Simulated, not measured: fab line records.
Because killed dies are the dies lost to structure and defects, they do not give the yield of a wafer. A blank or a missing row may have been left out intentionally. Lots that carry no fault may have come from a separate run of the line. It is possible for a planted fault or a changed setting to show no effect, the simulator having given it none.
Split-lot study | flow n5-finfet | 21 wafers read from 7 lots, route of 1938 steps

## ON THE SPLIT
At N5_BEOL_M9_ETCH_62 (etches SOC in N2/H2, target depth 110 nm, overetch 22 nm, time 165 s), the setting time-s was moved away from the recipe's 165 s on 10 of the 21 wafers read, by -18.4% to +16.4%. This setting was run at the recipe's value on the other wafers.

The reading is taken at the split's own step.

## THE READING
SiARC_of_BEOL_M9_COAT_60.thk-nm (the simulator's own value, which no gauge read), in nm, at N5_BEOL_M9_ETCH_62 (etches SOC in N2/H2, target depth 110 nm, overetch 22 nm, time 165 s). No usual value for it is given in the file. Here, 11 wafers ran the recipe; their average is 23.6 nm with a standard deviation of 0.29 nm.

wafer  | tool, chamber at the split | time-s as run, s | against the recipe | SiARC_of_BEOL_M9_COAT_60.thk-nm, nm | against lot-mates on the recipe
L077.1 | rie-diel-01, 3             | 165              | recipe             | 23.2                                | -
L077.2 | rie-diel-01, 0             | 151.8            | -8.0%              | 24                                  | +0.8
L077.3 | rie-diel-01, 1             | 151.8            | -8.0%              | 24.4                                | +1.2
L078.3 | rie-diel-02, 2             | 134.6            | -18.4%             | 24.6                                | +1.2
L078.4 | rie-diel-02, 3             | 134.6            | -18.4%             | 25                                  | +1.6
L078.5 | rie-diel-02, 2             | 165              | recipe             | 23.4                                | -
L079.2 | rie-diel-02, 2             | 175.6            | +6.4%              | 23                                  | no lot-mate on the recipe
L079.4 | rie-diel-02, 2             | 175.6            | +6.4%              | 23                                  | no lot-mate on the recipe
L079.5 | rie-diel-02, 3             | 175.6            | +6.4%              | 23.6                                | no lot-mate on the recipe
L080.3 | rie-diel-02, 2             | 192              | +16.4%             | 22.2                                | -1.7
L080.4 | rie-diel-02, 3             | 165              | recipe             | 24                                  | -
L080.5 | rie-diel-02, 3             | 165              | recipe             | 23.8                                | -
L091.4 | rie-diel-03, 0             | 165              | recipe             | 23.2                                | -
L091.5 | rie-diel-03, 0,3           | 190.1            | +15.2%             | 22.2                                | -1.0
L091.6 | rie-diel-03, 0,3           | 190.1            | +15.2%             | 22.2                                | -1.0
L094.2 | rie-diel-02, 0             | 165              | recipe             | 23.8                                | -
L094.3 | rie-diel-02, 2             | 165              | recipe             | 23.2                                | -
L094.4 | rie-diel-02, 3             | 165              | recipe             | 24                                  | -
L095.2 | rie-diel-03, 3             | 165              | recipe             | 23.4                                | -
L095.3 | rie-diel-03, 2             | 165              | recipe             | 23.6                                | -
L095.5 | rie-diel-03, 2             | 165              | recipe             | 23.6                                | -
Where a row lists several chambers, the file gives one row for several wafers and doesn't say which wafer went through which chamber.

THE FIT
A straight line over all 21 wafers: SiARC_of_BEOL_M9_COAT_60.thk-nm changes by -0.076 nm for each +1% of time-s; r = -0.93; the points scatter about the line by 0.28 nm.
The same after taking each lot's own level away (the mean of its wafers on the recipe; 18 wafers): -0.0817 nm for each +1%; r = -0.95; scatter 0.26 nm.
The reading moves by 1.5 nm for the largest change in time-s, on that fit.
Across the lots, their own levels run from 23.20 to 23.90 nm, a range of 2.4 times the standard deviation given above.
Hence the lot-to-lot level has little effect on the slope; both slopes agree.
Check: +1.66 nm against its lot-mates is what the line predicts for one of the wafers moved furthest among these (-18.4%) when that wafer is left out of the fit. Against them it came out at +1.2 nm.

## ADDITIONAL SPLITS CARRIED BY THESE WAFERS
Note: prior to the reading, these wafers also went through further splits. Each is held against what the fit with the lots' levels taken away leaves over:
other split on the same wafers | wafers away from the commonest value | r with SiARC_of_BEOL_M9_COAT_60.thk-nm (lot level and that fit taken away)
N5_BEOL_M7_EXPOSE_25 dose-mj   | 9                                    | +0.08
N5_BEOL_M8_ALD_77 ald-cycles   | 11                                   | -0.37
N5_BEOL_M9_EXPOSE_08 dose-mj   | 7                                    | +0.17

## FILE'S OWN FIT
SiARC_of_BEOL_M9_COAT_60.thk-nm changes by -0.0851 nm for each +1% of time-s, r = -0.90.
